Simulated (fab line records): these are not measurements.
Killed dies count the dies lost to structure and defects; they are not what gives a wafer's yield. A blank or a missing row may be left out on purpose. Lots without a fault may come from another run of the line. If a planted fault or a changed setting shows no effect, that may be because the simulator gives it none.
Split-lot study    flow n5 finfet    on a route of 1938 steps: 7 lots, 39 wafers read

== THE SPLIT ==
At N5_DUMMY_GATE_ETCH_42 (etches SiO2 in CHF3/O2, target depth 3.5 nm, time 31 s), the setting bias w was moved away from the recipe's 12 W on 15 of the 39 wafers read, by -19.1% to +17.7%. The other wafers ran this setting at the recipe's value.

The reading is taken at the split's own step.

== THE READING ==
rf vpp V, in V, at N5_DUMMY_GATE_ETCH_42 (etches SiO2 in CHF3/O2, target depth 3.5 nm, time 31 s). On this fab line, fault-free wafers typically give 42.4 V with a standard deviation of 0.87 V.

wafer   tool, chamber at the split  bias w as run, W  against the recipe  rf vpp V, V  against lot-mates on the recipe
L075.1  rie diel-05, 1              13.32             +11.0%              45.3         +3.4
L075.2  rie diel-05, 0              12                recipe              41.1         -
L075.3  rie diel-05, 2              13.32             +11.0%              43.7         +1.8
L075.4  rie diel-05, 3              12                recipe              42.7         -
L075.5  rie diel-05, 1              12                recipe              42.0         -
L075.6  rie diel-05, 2              13.32             +11.0%              46.3         +4.4
L077.1  rie diel-06, 1              11.01             -8.3%               39.2         -3.1
L077.2  rie diel-06, 2              11.01             -8.3%               39.8         -2.5
L077.3  rie diel-06, 0              12                recipe              42.0         -
L077.4  rie diel-06, 2              12                recipe              42.5         -
L077.5  rie diel-06, 1              11.01             -8.3%               40.5         -1.8
L077.6  rie diel-06, 0              12                recipe              42.3         -
L080.1  rie diel-05, 1              12                recipe              42.1         -
L080.2  rie diel-05, 2              12                recipe              41.7         -
L080.3  rie diel-05, 3              12                recipe              42.8         -
L080.4  rie diel-05, 0              12                recipe              43.4         -
L080.5  rie diel-05, 0              12                recipe              41.7         -
L080.6  rie diel-05, 1              12                recipe              43.0         -
L088.1  rie diel-05, 1              9.709             -19.1%              36.6         -5.6
L088.2  rie diel-05, 0              9.709             -19.1%              36.4         -5.8
L088.3  rie diel-05, 2              12                recipe              42.1         -
L088.4  rie diel-05, 3              12                recipe              41.8         -
L088.5  rie diel-05, 2              9.709             -19.1%              35.2         -7.0
L088.6  rie diel-05, 3              12                recipe              42.7         -
L091.2  rie diel-06, 0              12                recipe              41.5         -
L091.4  rie diel-06, 2              12                recipe              41.9         -
L091.6  rie diel-06, 2              12                recipe              41.6         -
L092.1  rie diel-03, 2              12                recipe              43.6         -
L092.2  rie diel-03, 1              12                recipe              41.5         -
L092.3  rie diel-03, 0              14.12             +17.7%              47.6         +5.0
L092.4  rie diel-03, 3              12                recipe              42.6         -
L092.5  rie diel-03, 2              14.12             +17.7%              47.9         +5.3
L092.6  rie diel-03, 3              14.12             +17.7%              47.5         +4.9
L094.1  rie diel-06, 1              12                recipe              42.7         -
L094.2  rie diel-06, 0              13.53             +12.7%              46.4         +3.7
L094.3  rie diel-06, 3              12                recipe              41.7         -
L094.4  rie diel-06, 2              12                recipe              43.7         -
L094.5  rie diel-06, 2              13.53             +12.7%              46.7         +4.0
L094.6  rie diel-06, 3              13.53             +12.7%              47.2         +4.5

THE FIT
A straight line over all 39 wafers: rf vpp V changes by +0.314 V for each +1% of bias w; r = +0.97; the points scatter about the line by 0.72 V.
The same after taking each lot's own level away (the mean of its wafers on the recipe; 39 wafers): +0.306 V for each +1%; r = +0.97; scatter 0.64 V.
According to that fit, moving bias w by its largest amount changes the reading by 5.8 V.
Across the lots, their own levels run from 41.67 to 42.70 V, a range of 1.2 times the standard deviation given above.
The two slopes agree, so the slope changes little with the lot-to-lot level.
Check: -5.94 V against its lot-mates is what the line predicts for one of the wafers moved furthest among these (-19.1%) when that wafer is left out of the fit. Against them it came out at -5.6 V.
Tool readings at the split's step, against how far the setting was moved: rf vpp V r = +0.97.

== THESE WAFERS: OTHER SPLITS ==
Before the reading, these wafers also passed through other splits. Each is held against what the fit with the lots' levels taken away leaves over:
other split on the same wafers   wafers away from the commonest value  r with rf vpp V (lot level and that fit taken away)
N5_DUMMY_GATE_EXPOSE_12 dose mj  12                                    -0.12

== THE FILE'S OWN FIT ==
rf vpp V changes by +0.305 V for each +1% of bias w, r = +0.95.
